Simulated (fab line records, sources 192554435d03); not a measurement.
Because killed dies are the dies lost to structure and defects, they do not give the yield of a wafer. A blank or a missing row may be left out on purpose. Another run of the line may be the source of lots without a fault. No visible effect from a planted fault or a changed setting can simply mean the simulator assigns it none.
Struck lot and sound lot, side by side / flow n5 finfet / 18 steps out of a route of 1938
Sound: wafers L617.2, L617.3, L617.5. Struck: wafers L610.1, L610.2, L610.5. The cause comes at the end.
Order at every step that has rows: each side's tool, ch and its chambers, its first start. Under that, the readings that differ: sound wafers / struck wafers / difference of the means / sigmas: that difference in standard deviations of wafers without a fault.
alike: same words and numbers on both sides, and readings whose means sit less than 2 such deviations apart. not compared: any withheld reading, any reading some wafer has no value for, any bound like >300 that may hide the same value, and any number with overlapping values for which the record gives no deviation.
Wherever a step has rows on one side only, a row that says differs or no value, or a row with sigmas, the two part there. Non-overlapping numbers with no deviation appear without sigmas and do not part them. Lack of a reading on every wafer of one side parts them only where that side has two or more wafers.

first, 1 step without rows for these wafers: N5_SD_EPI_P_WET_ETCH_45 (etches SiO2 in dHF, time 10.7 s, target depth 2 nm, rinse time 30 s).
N5_SD_EPI_P_STRIP_40: strips in N2/H2.
  sound on plasma asher-02 ch 0,1, day 8 06:46; struck on plasma asher-01 ch 0,1, day 6 13:43
reading=drypump motor current A (A); sound=5.4 5.4 5.3; struck=6.2 6.1 6.3; difference=+0.8; sigmas=+2
  alike: heater power w, oes product au, temp c
  not compared: rf hours counter h
then, 5 steps without rows for these wafers: N5_SD_EPI_P_PRECLEAN_52 (cleans in O3/DIW, time 60 s); N5_SD_EPI_P_SRD_20 (time 30 s); N5_SD_EPI_P_PRECLEAN_51 (cleans in NF3:NH3, afs cycles 1, time 20 s, sublimation time 60 s); N5_SD_EPI_P_VAPOR_ETCH_44 (etches SiGe30 in NF3/Ar, time 3.3 s); N5_SD_EPI_P_EPI_21 (deposits SiGe:B, time 355 s).
N5_SD_EPI_P_EPI_MEAS_23:
  sound: film metro-02 at day 8 09:29; struck: film metro-02 at day 6 17:17
  alike: thk nm
then, 4 steps without rows for these wafers: N5_SD_EPI_P_HM_STRIP_48 (strips SiNx in H3PO4, material SiNx, target depth 3 nm); N5_SD_EPI_P_SRD_49 (time 30 s); N5_SD_EPI_P_PRECLEAN_24 (cleans in O3/DIW, time 45 s); N5_SD_EPI_P_PRECLEAN_32 (cleans in dHF, time 10 s).
N5_SD_EPI_P_PRECLEAN_33: cleans in SC2, time 45 s.
  sound on wet bench-04 ch 2,3,4, day 8 09:37; struck on wet bench-05 ch 0,3,6, day 6 17:24
  alike: temp c
then, 1 step without rows for these wafers: N5_SD_EPI_P_SRD_25 (time 30 s).
N5_SD_EPI_P_INSPECT_26: inspects for defects (darkfield).
  sound: defect inspect-01 at day 8 09:40; struck: defect inspect-02 at day 6 17:27
reading=raw defect count; sound=192 145 231; struck=1269 1304 1314; difference=+1106; sigmas=+32
N5_SD_ACTIVATION_RTA_00: time 0 s.
  sound on rtp anneal-01 ch 0, day 8 09:43; struck on rtp anneal-01 ch 0, day 6 17:29
  alike: lamp power pct, wafer_temp_C_max
-- record jumps: 4 days separate the struck wafers' starts on either side; left off in module SD_ACTIVATION, taken up again in module BEOL_M4, whose first shown step is the route's number 1111 --
N5_BEOL_M4_RC_MEAS_101:
  sound on prober-01 ch 0, day 13 12:56; struck on prober-01 ch 0, day 11 02:55
reading=DIBL_N (mV/V); sound=33.8 35.0 33.8; struck=37.9 39.6 38.8; difference=+4.6; sigmas=+3
reading=DIBL_P (mV/V); sound=32.6 33.8 31.9; struck=39.8 40.8 39.8; difference=+7.4; sigmas=+4
reading=IOFF_N (nA/um); sound=0.125 0.134 0.133; struck=0.192 0.234 0.215; difference=+0.083; sigmas=+3
reading=IOFF_P (nA/um); sound=0.16 0.17 0.15; struck=0.34 0.35 0.33; difference=+0.18; sigmas=+4
reading=ION_P (uA/um); sound=461 449 455; struck=482 481 479; difference=+26; sigmas=+3
reading=SS_N (mV/dec); sound=70.6 71.3 70.6; struck=71.8 72.3 72.7; difference=+1.4; sigmas=+2
reading=VT_N (mV); sound=252 253 251; struck=247 242 247; difference=-7; sigmas=-2
reading=VT_P (mV); sound=-252 -253 -254; struck=-240 -241 -241; difference=+12; sigmas=+3
  alike: ION_N, SS_P
-- the record jumps here: 4 days lie between the struck wafers' starts before and after (it left off in module BEOL_M4 and takes up again in module PASSIVATION, whose first step shown is number 1936 of the route) --
N5_PASSIVATION_PROBE_49:
  only the struck wafers here have rows in the record (prober-02, day 15 11:45); the sound ones have none

== WHERE THEY PART ==
Earliest at N5_SD_EPI_P_STRIP_40; latest, in this record, at N5_PASSIVATION_PROBE_49.

WHY: what the simulator had put in
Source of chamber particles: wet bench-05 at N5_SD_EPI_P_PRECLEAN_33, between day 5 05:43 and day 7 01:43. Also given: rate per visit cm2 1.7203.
